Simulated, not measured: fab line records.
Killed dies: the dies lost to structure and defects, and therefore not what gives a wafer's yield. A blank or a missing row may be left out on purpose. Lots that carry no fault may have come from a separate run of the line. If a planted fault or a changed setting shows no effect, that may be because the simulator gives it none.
fab line records + flow nandHarc
[record]
- lots = 11
- wafers = 33
- lastDay = 24
route steps=1159 shown P_CONTACT@246 P_M0@266 P_M1@295
lots that met no fault: taken from a fault-free run of the same line
startH: the number of hours between the record's first day and the start of the first shown wafer of the lot + waitH: time in hours since the lot's previous step + " as in the row above + L1.1+2: one row covering several wafers at once + - no value, or no start was given + * or withheld: withheld + < > ~ a bound
route shown NAME@n: names a module that has steps shown in the file, with the first one's number in the route + usual: the fault-free wafers' mean and standard deviation + same: alike in all rows + chamber/n: place in a boat + sites: each site's reading + _std_site: how widely they spread, as a standard deviation + _edge_site: inner sites' mean taken away from outer sites' mean + radiusMm: for every site, how far away it sits from the centre of the wafer + mask NAME#n: copy n + behind: the most recent tool/chamber to have shaped the wafer + hold: the reason the lot was held/the length of the hold in hours/how it ended + device: the transistor (n, p or np) that didn't switch + end of line: the same wafers' tests at the end of the route + where a step has no rows: the recipe by itself + killed: at the first sort, the dies lost to defects and structure; wafer yield is something else + map: the dies of a wafer, with x for killed, . for not killed, _ for no die there
set.NAME: the run value of the setting; set.NAME@STEP: its run value at that earlier step + model.NAME: the simulator's own value behind a step, which no gauge read
the route's steps for a sample of lots (tables are steps, rows are wafers)
services: the hour from which a tool's chamber was out of use, counted from the record's first day as startH (under 0 if before that day), plus the number of hours and why
[[steps]]
[step NHARC_P_CONTACT_PVD_32]
[recipe]
- targetThkA = 50
- chamberPressurePa = 5
- powerW = 5000
- substrateTempC = 200
- timeS = 17.7
- material = Ti
[usual]
- throttleValvePct = 30.2/0.7
| lot.wafer | tool          | chamber | startH | waitH | throttleValvePct |
|-----------|---------------|---------|--------|-------|------------------|
| L824.2    | pvdSputter-03 | -       | -      | -     | 30.8             |
| L824.3    | "             | -       | "      | "     | 28.8             |
| L824.4    | "             | -       | "      | "     | 30.6             |
| L825.3    | pvdSputter-01 | -       | -      | -     | 30.4             |
| L825.4    | "             | -       | "      | "     | 30.9             |
| L825.6    | "             | -       | "      | "     | 29.9             |
| L828.1    | pvdSputter-02 | -       | -      | -     | 30.9             |
| L828.4    | "             | -       | "      | "     | 29.4             |
| L828.2    | "             | -       | "      | "     | 30.5             |
| L832.2    | pvdSputter-03 | -       | -      | -     | 30.7             |
| L832.3    | "             | -       | "      | "     | 28.9             |
| L832.6    | "             | -       | "      | "     | 29.3             |
| L834.2    | pvdSputter-03 | -       | -      | -     | 30.5             |
| L834.1    | "             | -       | "      | "     | 29.9             |
| L834.5    | "             | -       | "      | "     | 30.8             |
| L836.1    | pvdSputter-02 | -       | -      | -     | 29.3             |
| L836.6    | "             | -       | "      | "     | 30.8             |
| L836.5    | "             | -       | "      | "     | 29.7             |
| L837.4    | pvdSputter-02 | -       | -      | -     | 29.7             |
| L837.1    | "             | -       | "      | "     | 29.4             |
| L837.3    | "             | -       | "      | "     | 30.5             |
| L841.1    | pvdSputter-01 | -       | -      | -     | 31.2             |
| L841.3    | "             | -       | "      | "     | 30.7             |
| L841.4    | "             | -       | "      | "     | 30.9             |
| L843.4    | pvdSputter-03 | -       | -      | -     | 29.2             |
| L843.3    | "             | -       | "      | "     | 30.6             |
| L843.1    | "             | -       | "      | "     | 30.1             |
| L844.4    | pvdSputter-03 | -       | -      | -     | 30.1             |
| L844.5    | "             | -       | "      | "     | 31.0             |
| L844.6    | "             | -       | "      | "     | 28.7             |
| L845.1    | pvdSputter-02 | -       | -      | -     | 28.7             |
| L845.4    | "             | -       | "      | "     | 30.8             |
| L845.2    | "             | -       | "      | "     | 30.2             |
[step NHARC_P_M0_DESCUM_14]
[recipe]
- timeS = 3
- o2FlowSccm = 200
- arFlowSccm = 0
- biasPowerW = 0
- chemistry = O2
[usual]
- drypumpMotorCurrentA = 5.6/0.44
- o2FlowSccm = 199.9/0.63
- oesProductAu = 1.002/0.0082
- rfVppV = 57.7/0.93
- showerheadPlenumPTorr = 1.91/0.073
- throttleValvePct = 11.312/0.0085
| lot.wafer | tool       | chamber | startH | waitH | drypumpMotorCurrentA | o2FlowSccm | oesProductAu | rfHoursCounterH | rfVppV | showerheadPlenumPTorr | throttleValvePct |
|-----------|------------|---------|--------|-------|----------------------|------------|--------------|-----------------|--------|-----------------------|------------------|
| L824.4    | rieDiel-03 | 3       | 136.68 | 0.1   | 5.5                  | 199.6      | 0.989        | 6               | 59.2   | 1.94                  | 11.309           |
| L824.3    | "          | 0       | "      | "     | 6.1                  | 200.1      | 0.998        | 6               | 58.6   | 1.97                  | 11.315           |
| L824.2    | "          | 1       | "      | "     | 5.7                  | 200.3      | 1.000        | 5               | 58.1   | 1.93                  | 11.308           |
| L825.3    | rieDiel-03 | 0       | 137.30 | 0.1   | 6.1                  | 199.9      | 0.998        | 6               | 58.6   | 1.97                  | 11.306           |
| L825.4    | "          | 2       | "      | "     | 5.5                  | 200.9      | 0.999        | 6               | 57.7   | 2.03                  | 11.324           |
| L825.6    | "          | 0       | "      | "     | 6.1                  | 198.8      | 0.998        | -               | 58.2   | 1.97                  | 11.290           |
| L828.1    | rieDiel-03 | 2       | 143.22 | 0.1   | 5.4                  | 199.6      | 0.984        | 6               | 58.3   | 2.03                  | 11.334           |
| L828.2    | "          | 0       | "      | "     | 6.1                  | 200.0      | 0.996        | 6               | 58.4   | 1.97                  | 11.312           |
| L828.4    | "          | 1       | "      | "     | 5.8                  | 200.1      | 0.998        | 5               | 57.7   | 1.93                  | 11.321           |
| L832.3    | rieDiel-03 | 3       | 172.65 | 0.1   | 5.5                  | 199.7      | 0.998        | 8               | 57.1   | 1.94                  | 11.311           |
| L832.2    | "          | 0       | "      | "     | 6.1                  | 199.1      | 0.999        | 7               | 59.4   | 1.97                  | 11.312           |
| L832.6    | "          | 3       | "      | "     | 5.4                  | 200.0      | 0.993        | -               | 57.2   | 1.94                  | 11.308           |
| L834.2    | rieDiel-03 | 3       | 177.41 | 0.1   | 5.5                  | 200.2      | 0.996        | 8               | 57.3   | 1.94                  | 11.309           |
| L834.1    | "          | 1       | "      | "     | 5.8                  | 200.1      | 1.004        | 8               | 56.8   | 1.93                  | 11.307           |
| L834.5    | "          | 3       | "      | "     | 5.4                  | 199.6      | 0.998        | -               | 57.6   | 1.94                  | 11.313           |
| L836.1    | rieDiel-03 | 1       | 194.99 | 0.1   | 5.7                  | 200.1      | 1.005        | 9               | 57.9   | 1.93                  | 11.322           |
| L836.5    | "          | 1       | "      | "     | 5.7                  | 199.0      | 1.001        | -               | 56.5   | 1.93                  | 11.320           |
| L836.6    | "          | 2       | "      | "     | 5.5                  | 200.4      | 0.996        | -               | 60.0   | 2.03                  | 11.322           |
| L837.4    | rieDiel-05 | 1       | 207.80 | 0.1   | 5.3                  | 200.4      | 1.001        | 2               | 57.0   | 1.87                  | 11.312           |
| L837.3    | "          | 2       | "      | "     | 5.3                  | 198.1      | 0.993        | 1               | 58.5   | 1.92                  | 11.312           |
| L837.1    | "          | 0       | "      | "     | 5.0                  | 201.4      | 1.005        | 2               | 58.1   | 1.87                  | 11.297           |
| L841.4    | rieDiel-12 | 2       | 225.07 | 0.1   | 6.5                  | 200.3      | 0.988        | 0               | 56.9   | 1.78                  | 11.299           |
| L841.1    | "          | 3       | "      | "     | 5.1                  | 199.3      | 0.999        | 1               | 55.2   | 1.79                  | 11.302           |
| L841.3    | "          | 0       | "      | "     | 5.9                  | 199.4      | 1.011        | 1               | 59.2   | 1.80                  | 11.316           |
| L843.3    | rieDiel-12 | 1       | 232.81 | 0.1   | 4.8                  | 200.0      | 1.002        | 1               | 58.0   | 1.90                  | 11.326           |
| L843.4    | "          | 3       | "      | "     | 5.1                  | 200.7      | 1.006        | 1               | 57.6   | 1.79                  | 11.320           |
| L843.1    | "          | 0       | "      | "     | 5.9                  | 200.2      | 0.999        | 1               | 57.1   | 1.80                  | 11.305           |
| L844.4    | rieDiel-05 | 0       | 233.21 | 0.1   | 5.0                  | 199.1      | 1.011        | 4               | 58.8   | 1.87                  | 11.301           |
| L844.6    | "          | 3       | "      | "     | 6.0                  | 200.0      | 1.010        | -               | 57.0   | 1.81                  | 11.317           |
| L844.5    | "          | 0       | "      | "     | 5.0                  | 199.1      | 1.002        | -               | 57.8   | 1.87                  | 11.312           |
| L845.2    | rieDiel-05 | 2       | 251.10 | 0.1   | 5.4                  | 200.9      | 1.016        | 6               | 56.8   | 1.92                  | 11.300           |
| L845.1    | "          | 3       | "      | "     | 6.0                  | 199.4      | 1.013        | 5               | 56.5   | 1.82                  | 11.324           |
| L845.4    | "          | 0       | "      | "     | 5.0                  | 199.9      | 0.999        | 6               | 56.7   | 1.87                  | 11.291           |
[step NHARC_P_M0_ETCH_34]
[recipe]
- targetDepthA = 400
- overetchA = 120
- timeS = 43.94
- ionEnergyEv = 200
- n2FlowSccm = 150
- h2FlowSccm = 150
- arFlowSccm = 0
- rfW = 400
- biasW = 150
- chemistry = N2/H2
[usual]
- drypumpMotorCurrentA = 5.6/0.43
- h2FlowSccm = 150.0/0.43
- oesProductAu = 1.002/0.0077
- rfVppV = 430.5/2.2
- runLengthS = 65.3/0.39
- showerheadPlenumPTorr = 2.04/0.081
- throttleValvePct = 14.171/0.009
| lot.wafer | tool       | chamber | startH | waitH | drypumpMotorCurrentA | h2FlowSccm | oesProductAu | rfHoursCounterH | rfVppV | runLengthS | showerheadPlenumPTorr | throttleValvePct |
|-----------|------------|---------|--------|-------|----------------------|------------|--------------|-----------------|--------|------------|-----------------------|------------------|
| L824.3    | rieDiel-03 | 2       | 136.75 | 0.1   | 5.5                  | 149.5      | 0.999        | 6               | 434.7  | 65.1       | 2.17                  | 14.159           |
| L824.2    | "          | 0       | "      | "     | 6.1                  | 150.1      | 1.009        | 6               | 431.5  | 65.5       | 2.11                  | 14.174           |
| L824.4    | "          | 1       | "      | "     | 5.8                  | 149.9      | 1.013        | 5               | 431.1  | 65.3       | 2.06                  | 14.176           |
| L825.4    | rieDiel-03 | 1       | 137.39 | 0.1   | 5.8                  | 149.9      | 0.990        | 5               | 431.6  | 65.9       | 2.06                  | 14.174           |
| L825.3    | "          | 2       | "      | "     | 5.5                  | 150.1      | 0.986        | 6               | 433.6  | 65.8       | 2.17                  | 14.166           |
| L825.6    | "          | 3       | "      | "     | 5.4                  | 150.7      | 0.981        | -               | 430.3  | 65.7       | 2.07                  | 14.173           |
| L828.4    | rieDiel-03 | 2       | 143.30 | 0.1   | 5.5                  | 150.4      | 0.998        | 6               | 433.3  | 65.4       | 2.17                  | 14.170           |
| L828.1    | "          | 3       | "      | "     | 5.5                  | 150.4      | 0.999        | 6               | 431.0  | 65.5       | 2.06                  | 14.187           |
| L828.2    | "          | 1       | "      | "     | 5.7                  | 150.0      | 1.002        | 5               | 431.7  | 65.8       | 2.06                  | 14.166           |
| L832.2    | rieDiel-03 | 3       | 172.75 | 0.1   | 5.5                  | 150.3      | 0.993        | 8               | 432.4  | 65.7       | 2.06                  | 14.168           |
| L832.3    | "          | 1       | "      | "     | 5.8                  | 150.1      | 1.009        | 7               | 431.1  | 65.8       | 2.06                  | 14.165           |
| L832.6    | "          | 3       | "      | "     | 5.5                  | 150.4      | 1.002        | -               | 432.7  | 65.4       | 2.06                  | 14.182           |
| L834.1    | rieDiel-03 | 1       | 177.55 | 0.1   | 5.8                  | 150.4      | 1.009        | 8               | 430.7  | 65.6       | 2.06                  | 14.173           |
| L834.2    | "          | 3       | "      | "     | 5.5                  | 149.2      | 0.996        | 8               | 431.7  | 65.5       | 2.06                  | 14.161           |
| L834.5    | "          | 0       | "      | "     | 6.1                  | 149.5      | 1.000        | -               | 432.5  | 54.0       | 2.11                  | 14.163           |
| L836.1    | rieDiel-03 | 0       | 195.09 | 0.1   | 6.1                  | 150.0      | 0.991        | 9               | 432.5  | 54.0       | 2.10                  | 14.165           |
| L836.6    | "          | 1       | "      | "     | 5.7                  | 150.1      | 1.011        | -               | 432.0  | 65.4       | 2.06                  | 14.158           |
| L836.5    | "          | 2       | "      | "     | 5.5                  | 150.2      | 0.995        | -               | 434.3  | 65.5       | 2.17                  | 14.163           |
| L837.3    | rieDiel-05 | 0       | 207.89 | 0.1   | 5.0                  | 149.7      | 1.008        | 2               | 429.9  | 65.8       | 2.00                  | 14.174           |
| L837.1    | "          | 1       | "      | "     | 5.3                  | 150.0      | 1.005        | 2               | 429.0  | 64.9       | 1.99                  | 14.157           |
| L837.4    | "          | 3       | "      | "     | 6.1                  | 150.0      | 1.018        | 2               | 427.9  | 65.5       | 1.93                  | 14.170           |
| L841.3    | rieDiel-12 | 2       | 225.15 | 0.1   | 6.5                  | 149.8      | 0.998        | 0               | 426.4  | 64.5       | 1.90                  | 14.181           |
| L841.1    | "          | 3       | "      | "     | 5.0                  | 149.7      | 1.004        | 1               | 428.2  | 65.0       | 1.91                  | 14.166           |
| L841.4    | "          | 1       | "      | "     | 4.8                  | 149.6      | 0.998        | 1               | 429.9  | 64.7       | 2.03                  | 14.188           |
| L843.1    | rieDiel-12 | 0       | 232.89 | 0.1   | 6.0                  | 150.2      | 1.003        | 1               | 427.8  | 65.4       | 1.92                  | 14.177           |
| L843.3    | "          | 2       | "      | "     | 6.5                  | 149.9      | 0.995        | 0               | 426.9  | 64.6       | 1.90                  | 14.160           |
| L843.4    | "          | 3       | "      | "     | 5.1                  | 150.9      | 1.005        | 1               | 425.5  | 64.8       | 1.91                  | 14.177           |
| L844.4    | rieDiel-05 | 2       | 233.30 | 0.1   | 5.4                  | 149.4      | 1.011        | 4               | 431.6  | 66.0       | 2.05                  | 14.166           |
| L844.6    | "          | 1       | "      | "     | 5.3                  | 149.3      | 1.004        | -               | 429.6  | 64.8       | 1.99                  | 14.161           |
| L844.5    | "          | 2       | "      | "     | 5.3                  | 150.2      | 1.012        | -               | 430.5  | 65.9       | 2.05                  | 14.161           |
| L845.1    | rieDiel-05 | 2       | 251.17 | 0.1   | 5.4                  | 150.1      | 1.004        | 6               | 430.9  | 65.9       | 2.05                  | 14.180           |
| L845.2    | "          | 3       | "      | "     | 6.1                  | 150.2      | 1.009        | 5               | 427.2  | 65.2       | 1.93                  | 14.157           |
| L845.4    | "          | 1       | "      | "     | 5.3                  | 149.6      | 1.009        | 7               | 429.0  | 64.5       | 1.99                  | 14.166           |
[step NHARC_P_M1_CD_MEAS_09]
[recipe]
- targetCdNm = 130
- landingEnergyEv = 500
[usual]
- cdNm = 130.4/0.63
| lot.wafer | tool     | chamber | startH | waitH | cdNm  |
|-----------|----------|---------|--------|-------|-------|
| L824.2    | cdSem-02 | 0       | 140.56 | -     | 130.5 |
| L824.3    | "        | 0       | "      | "     | 131.2 |
| L824.4    | "        | 0       | "      | "     | 130.2 |
| L825.3    | cdSem-02 | 0       | 141.50 | -     | 130.6 |
| L825.4    | "        | 0       | "      | "     | 130.1 |
| L825.6    | "        | 0       | "      | "     | 130.8 |
| L828.1    | cdSem-02 | 0       | 147.25 | -     | 130.5 |
| L828.2    | "        | 0       | "      | "     | 130.2 |
| L828.4    | "        | 0       | "      | "     | 131.1 |
| L832.2    | cdSem-01 | 0       | 176.55 | -     | 130.5 |
| L832.3    | "        | 0       | "      | "     | 129.7 |
| L832.6    | "        | 0       | "      | "     | 129.9 |
| L834.1    | cdSem-03 | 0       | 181.65 | -     | 129.7 |
| L834.2    | "        | 0       | "      | "     | 130.7 |
| L834.5    | "        | 0       | "      | "     | 129.4 |
| L836.1    | cdSem-01 | 0       | 198.89 | -     | 129.3 |
| L836.5    | "        | 0       | "      | "     | 129.9 |
| L836.6    | "        | 0       | "      | "     | 129.7 |
| L837.1    | cdSem-02 | 0       | 211.71 | -     | 131.1 |
| L837.3    | "        | 0       | "      | "     | 131.3 |
| L837.4    | "        | 0       | "      | "     | 130.5 |
| L841.1    | cdSem-03 | 0       | 228.93 | -     | 130.3 |
| L841.3    | "        | 0       | "      | "     | 130.1 |
| L841.4    | "        | 0       | "      | "     | 130.3 |
| L843.1    | cdSem-02 | 0       | 236.72 | -     | 130.6 |
| L843.3    | "        | 0       | "      | "     | 129.8 |
| L843.4    | "        | 0       | "      | "     | 130.5 |
| L844.4    | cdSem-01 | 0       | 237.22 | -     | 130.2 |
| L844.5    | "        | 0       | "      | "     | 131.5 |
| L844.6    | "        | 0       | "      | "     | 130.2 |
| L845.1    | cdSem-02 | 0       | 255.07 | -     | 129.1 |
| L845.2    | "        | 0       | "      | "     | 129.4 |
| L845.4    | "        | 0       | "      | "     | 130.0 |
[[services]]
| tool          | chamber | startH | hours | kind   |
|---------------|---------|--------|-------|--------|
| rieDiel-03    | 0       | 96.30  | -     | clean  |
| rieDiel-03    | 1       | 96.30  | -     | clean  |
| rieDiel-03    | 2       | 96.30  | -     | clean  |
| rieDiel-03    | 3       | 96.30  | -     | clean  |
| pvdSputter-03 | -       | 102.00 | 10.0  | pm     |
| pvdSputter-01 | -       | 114.69 | 2.0   | repair |
| rieDiel-03    | 0       | 120.80 | -     | clean  |
| rieDiel-03    | 1       | 120.80 | -     | clean  |
| rieDiel-03    | 2       | 120.80 | -     | clean  |
| rieDiel-03    | 3       | 120.80 | -     | clean  |
| rieDiel-12    | 0       | 142.69 | 1.5   | repair |
| rieDiel-03    | 0       | 145.30 | -     | clean  |
| rieDiel-12    | 1       | 151.24 | 1.4   | repair |
| pvdSputter-01 | -       | 158.03 | 10.0  | pm     |
| rieDiel-05    | -       | 158.67 | 1.0   | repair |
| rieDiel-05    | -       | 163.60 | 9.0   | pm     |
| rieDiel-03    | 2       | 171.77 | 5.3   | repair |
| pvdSputter-01 | -       | 173.50 | 0.9   | repair |
| rieDiel-05    | 0       | 189.94 | 8.1   | repair |
| pvdSputter-01 | -       | 191.58 | 1.5   | repair |
| rieDiel-12    | -       | 202.40 | 9.0   | pm     |
| rieDiel-05    | 1       | 202.65 | 3.3   | repair |
| pvdSputter-02 | -       | 214.02 | 10.0  | pm     |
| rieDiel-03    | -       | 215.30 | 9.0   | pm     |
[[key]]
[firstSign]
- step = NHARC_P_M0_ETCH_34
- reading = runLengthS
- direction = down
- sigmas = 29
- usual = *
- struck = *
effect none on later readings
metAt NHARC_P_M0_ETCH_34
struckLots L834,L836
struckWafers L834.5,L836.1
notActingAt NHARC_P_CONTACT_PVD_32,NHARC_P_M0_DESCUM_14,NHARC_P_M1_CD_MEAS_09
onsetBetween 136.75 177.55
[fault]
- kind = processParameterDrift
- tool = rieDiel-03
- chamber = 0
- onsetH = 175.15
- steps = NHARC_P_M0_ETCH_34
- channel = timeS
- offset = *
- shape = step
- endH = 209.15
- actsIn = *
- stated = *
